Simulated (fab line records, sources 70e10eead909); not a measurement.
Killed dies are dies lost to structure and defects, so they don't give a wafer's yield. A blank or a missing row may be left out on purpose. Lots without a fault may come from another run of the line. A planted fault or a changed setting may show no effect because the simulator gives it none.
Chamber matching | flow nand_harc | NHARC_A_BONDPAD_ETCH_34 on rie_diel-06: 4 sister chambers
The step etches the open film in N2/H2, target depth 60 nm, overetch 18 nm, time 65.91 s. 33 wafers are shown with their chamber, then 12 later ones without.

WAFERS WITH THEIR CHAMBER
wafer  | chamber | drypump_motor_current_A (A) | rf_vpp_V (V) | oes_product_au (a.u.)
L077.1 | 2       | 6.1                         | 434.4        | 0.983
L077.4 | 3       | 6.5                         | 430.4        | 0.985
L077.5 | 0       | 5.6                         | 426.3        | 0.997
L076.1 | 1       | 5.2                         | 430.5        | 1.000
L076.3 | 0       | 5.6                         | 427.0        | 0.993
L076.4 | 3       | 6.5                         | 432.3        | 1.003
L078.1 | 1       | 5.2                         | 431.8        | 1.000
L078.2 | 2       | 6.1                         | 433.6        | 0.994
L078.5 | 3       | 6.5                         | 431.0        | 1.007
L080.1 | 2       | 6.1                         | 435.5        | 0.995
L080.2 | 1       | 5.2                         | 431.7        | 1.012
L080.5 | 1       | 5.1                         | 432.9        | 1.000
L083.2 | 3       | 6.4                         | 432.1        | 0.999
L083.5 | 3       | 6.4                         | 432.4        | 1.019
L083.6 | 0       | 5.6                         | 427.6        | 0.985
L084.1 | 3       | 6.5                         | 432.6        | 1.012
L084.3 | 2       | 6.2                         | 435.8        | 0.993
L084.5 | 2       | 6.1                         | 433.7        | 0.998
L086.4 | 2       | 6.2                         | 434.8        | 1.001
L086.5 | 1       | 5.2                         | 430.3        | 1.005
L086.6 | 3       | 6.4                         | 430.9        | 1.005
L085.1 | 0       | 5.6                         | 427.8        | 0.989
L085.2 | 3       | 6.4                         | 430.6        | 0.996
L085.6 | 1       | 5.2                         | 432.9        | 1.003
L091.1 | 2       | 6.1                         | 434.1        | 0.995
L091.3 | 0       | 5.6                         | 428.4        | 0.980
L091.6 | 2       | 6.1                         | 434.6        | 0.996
L090.1 | 2       | 6.1                         | 433.9        | 1.008
L090.3 | 0       | 5.6                         | 427.3        | 0.988
L090.5 | 2       | 6.1                         | 435.0        | 1.003
L092.3 | 3       | 6.5                         | 431.5        | 0.997
L092.4 | 0       | 5.6                         | 427.9        | 0.980
L092.6 | 2       | 6.1                         | 435.9        | 0.992

SIGNATURES (means of the wafers above)
reading                 | chamber 0 | chamber 1 | chamber 2 | chamber 3 | scatter within a chamber
drypump_motor_current_A | 5.600     | 5.183     | 6.118     | 6.456     | 0.0402
rf_vpp_V                | 427.471   | 431.683   | 434.664   | 431.533   | 0.859
oes_product_au          | 0.98743   | 1.00333   | 0.99618   | 1.00256   | 0.00732
Rule: a wafer's distance from a chamber is the root of the sum, over the readings, of the square of ((its reading less the chamber's mean) divided by the reading's scatter). The wafer belongs to the nearest chamber; if the next one is less than 2 further off, it can't be placed. The scatter: the root of (the sum of the squares of (reading less its chamber's mean) over the shown wafers, divided by (wafers less chambers)).

WAFERS WITHOUT THEIR CHAMBER
wafer  | drypump_motor_current_A (A) | rf_vpp_V (V) | oes_product_au (a.u.)
L093.1 | 6.2                         | 436.5        | 1.003
L093.4 | 6.4                         | 432.3        | 1.005
L093.6 | 5.1                         | 430.7        | 1.013
L095.1 | 6.4                         | 433.1        | 1.003
L095.4 | 6.1                         | 434.6        | 0.993
L095.5 | 6.4                         | 432.0        | 1.004
L097.2 | 5.1                         | 431.7        | 0.995
L097.4 | 6.1                         | 434.8        | 0.988
L097.5 | 6.5                         | 430.8        | 0.996
L096.2 | 5.2                         | 432.2        | 1.010
L096.3 | 6.4                         | 431.4        | 1.017
L096.5 | 5.6                         | 427.2        | 0.999

WHICH CHAMBER EACH WENT THROUGH
wafer  | from the rows above | in truth
L093.1 | 2                   | 2
L093.4 | 3                   | 3
L093.6 | 1                   | 1
L095.1 | 3                   | 3
L095.4 | 2                   | 2
L095.5 | 3                   | 3
L097.2 | 1                   | 1
L097.4 | 2                   | 2
L097.5 | 3                   | 3
L096.2 | 1                   | 1
L096.3 | 3                   | 3
L096.5 | 0                   | 0
Placed correctly: 12 of 12. Can't be placed from these rows: 0. Placed wrongly: 0.
